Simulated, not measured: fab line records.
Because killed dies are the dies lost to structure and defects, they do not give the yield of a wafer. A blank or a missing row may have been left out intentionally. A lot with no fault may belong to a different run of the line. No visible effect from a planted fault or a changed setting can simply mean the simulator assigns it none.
The tool behind it: which one? -- flow nandHarc -- Sampling: 14 lots, 42 wafers, 5 of 1302 route steps

WHAT THE GAUGES SHOWED, per wafer
NHARC_A_DECK1_JOINT_INSPECT_05. Usual: rawDefectCount reads 344 (standard deviation 140).
lot,measured,on,rawDefectCount,flag
L185,day 11 20:04,defectInspect-01,186 364 339,
L186,day 12 14:35,defectInspect-02,238 413 257,
L187,day 13 04:31,defectInspect-01,216 258 283,
L188,day 13 09:42,defectInspect-02,327 449 343,
L189,day 13 22:09,defectInspect-01,291 361 870,
L191,day 15 02:28,defectInspect-02,322 316 185,
L193,day 15 12:03,defectInspect-02,414 215 309,
L194,day 16 10:36,defectInspect-01,162 350 248,
L195,day 16 20:54,defectInspect-02,235 272 343,
L196,day 16 21:00,defectInspect-02,284 292 200,
L199,day 18 08:31,defectInspect-01,263 672 428,
L200,day 18 20:04,defectInspect-01,198 403 251,
L204,day 20 00:00,defectInspect-02,514 515 634,
L208,day 21 18:21,defectInspect-01,241 316 269,

NHARC_A_ONON_D2_THK_MEAS_05: measures by ellipsometry. Usual: thkNm reads 1002 nm (standard deviation 9.9).
lot,measured,on,thkNm (nm),flag
L185,day 11 21:13,filmMetro-02,984 984 983,
L186,day 12 15:44,filmMetro-02,994 995 996,
L187,day 13 05:40,filmMetro-02,1023 1022 1022,
L188,day 13 10:51,filmMetro-02,1009 1009 1009,
L189,day 13 23:17,filmMetro-02,996 996 996,
L191,day 15 03:36,filmMetro-02,1009 1009 1008,
L193,day 15 13:12,filmMetro-01,1011 1013 1011,
L194,day 16 11:44,filmMetro-01,1001 1001 1001,
L195,day 16 22:03,filmMetro-01,1017 1014 1017,
L196,day 16 22:10,filmMetro-01,990 989 988,
L199,day 18 10:01,filmMetro-01,1010 1010 1010,
L200,day 18 21:28,filmMetro-02,994 992 992,
L204,day 20 01:08,filmMetro-02,1000 1002 1000,
L208,day 21 19:30,filmMetro-01,997 996 997,

NHARC_A_ONON_D2_THK_MEAS_24: measures by ellipsometry. Usual: thkNm reads 1003 nm (standard deviation 9.4).
lot,measured,on,thkNm (nm),flag
L185,day 12 09:00,filmMetro-01,1014 1015 1015,
L186,day 13 02:45,filmMetro-02,1013 1014 1014,
L187,day 13 16:10,filmMetro-02,998 999 998,
L188,day 13 22:06,filmMetro-02,1004 1004 1002,
L189,day 14 11:14,filmMetro-01,998 998 1000,
L191,day 15 13:52,filmMetro-02,986 988 986,
L193,day 15 23:20,filmMetro-02,998 1000 999,
L194,day 17 01:47,filmMetro-01,1000 999 1001,
L195,day 17 09:31,filmMetro-01,1010 1010 1009,
L196,day 17 09:31,filmMetro-02,996 995 995,
L199,day 18 19:59,filmMetro-01,993 994 994,
L200,day 19 07:54,filmMetro-01,939 938 938,OFF
L204,day 20 11:29,filmMetro-02,955 956 953,OFF
L208,day 22 05:36,filmMetro-01,1007 1005 1006,

WHICH TOOL RAN EACH LOT (tool, then ch and the chambers of the sampled wafers, then the start)
lot,NHARC_A_DECK1_JOINT_DEP_16,NHARC_A_ONON_D2_DEP_22
L185,"pecvd-01 ch 0,2, day 11 19:40","pecvdOnon-03 ch 0, day 12 08:29"
L186,"pecvd-03 ch 0,1, day 12 14:14","pecvdOnon-04 ch 0, day 13 02:18"
L187,"pecvd-02 ch 1,2, day 13 04:12","pecvdOnon-01 ch 0, day 13 15:39"
L188,"pecvd-01 ch 0,1,2, day 13 09:23","pecvdOnon-04 ch 0, day 13 21:38"
L189,"pecvd-02 ch 0,1, day 13 21:50","pecvdOnon-03 ch 0, day 14 10:43"
L191,"pecvd-02 ch 1,2, day 15 02:09","pecvdOnon-04 ch 0, day 15 13:21"
L193,"pecvd-03 ch 0,1, day 15 11:46","pecvdOnon-03 ch 0, day 15 22:49"
L194,"pecvd-01 ch 0,2, day 16 10:21","pecvdOnon-01 ch 0, day 17 01:20"
L195,"pecvd-03 ch 0,1, day 16 20:35","pecvdOnon-03 ch 0, day 17 09:04"
L196,"pecvd-02 ch 0,1,2, day 16 20:41","pecvdOnon-01 ch 0, day 17 09:01"
L199,"pecvd-03 ch 0,1,2, day 18 08:17","pecvdOnon-01 ch 0, day 18 19:39"
L200,"pecvd-01 ch 0,2, day 18 19:45","pecvdOnon-01 ch 0, day 19 07:23"
L204,"pecvd-03 ch 0,1,2, day 19 23:41","pecvdOnon-01 ch 0, day 20 10:58"
L208,"pecvd-03 ch 0,1,2, day 21 18:02","pecvdOnon-03 ch 0, day 22 05:08"
- NHARC_A_DECK1_JOINT_DEP_16: deposits SiO2, target thk 45 nm.
- NHARC_A_ONON_D2_DEP_22: target thk 1000 nm.

WHAT THE TOOLS THEMSELVES READ (means of the sampled wafers that have a number; where no wafer has one, the mark that the record gives instead)
NHARC_A_DECK1_JOINT_DEP_16. Usual: heaterPowerW 592 W, standard deviation 140; throttleValvePct 15.5 %, standard deviation 0.44.
lot,tool,heaterPowerW (W),throttleValvePct (%),flag
L185,pecvd-01,681,16.0,
L186,pecvd-03,604,15.6,
L187,pecvd-02,499,15.1,
L188,pecvd-01,686,16.0,
L189,pecvd-02,640,15.2,
L191,pecvd-02,696,15.3,
L193,pecvd-03,517,15.9,
L194,pecvd-01,749,16.2,
L195,pecvd-03,514,15.7,
L196,pecvd-02,512,15.4,
L199,pecvd-03,618,15.7,
L200,pecvd-01,755,16.4,
L204,pecvd-03,623,15.7,
L208,pecvd-03,586,15.6,

NHARC_A_ONON_D2_DEP_22. Usual: sih4FlowSccm reads 209.9 sccm (standard deviation 0.66).
lot,tool,sih4FlowSccm (sccm),flag
L185,pecvdOnon-03,209.4,
L186,pecvdOnon-04,210.5,
L187,pecvdOnon-01,210.8,
L188,pecvdOnon-04,210.1,
L189,pecvdOnon-03,209.7,
L191,pecvdOnon-04,210.6,
L193,pecvdOnon-03,209.6,
L194,pecvdOnon-01,210.8,
L195,pecvdOnon-03,210.3,
L196,pecvdOnon-01,209.9,
L199,pecvdOnon-01,211.1,
L200,pecvdOnon-01,210.5,
L204,pecvdOnon-01,209.8,
L208,pecvdOnon-03,209.0,

THE ANSWER, worked out from the rows above alone
Rule: a lot is off if the mean of its wafers that have a number lies more than 3 standard deviations from the usual mean. Also off: a lot with no number at a reading for which 4 or more lots have one. Any other lot the step has rows for is counted as sound. First the gauges in route order, then the tools' own readings, where a lot's mean is used as printed above. The first step at which some lot is off is used, and at that step the reading that is off furthest; a lot without a number counts as furthest.
Off, at NHARC_A_ONON_D2_THK_MEAS_24 on thkNm: L200, L204.
If a tool, at a process step before that reading, ran all the lots that are off and no sound lot after the first of them, it fits. The gauges at NHARC_A_ONON_D2_THK_MEAS_24 are tried like those tools. One candidate fits, namely pecvdOnon-01 at NHARC_A_ONON_D2_DEP_22. Its last sound lot is L199 (day 18 19:39), its first lot that is off L200 (day 19 07:23): a fault that began between those two fits.

WHAT HAD BEEN PUT IN BY THE SIMULATOR
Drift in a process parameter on pecvdOnon-01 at NHARC_A_ONON_D2_DEP_22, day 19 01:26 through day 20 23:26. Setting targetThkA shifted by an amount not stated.
Shown lots that were struck: L200, L204. The same result came from the rule above.
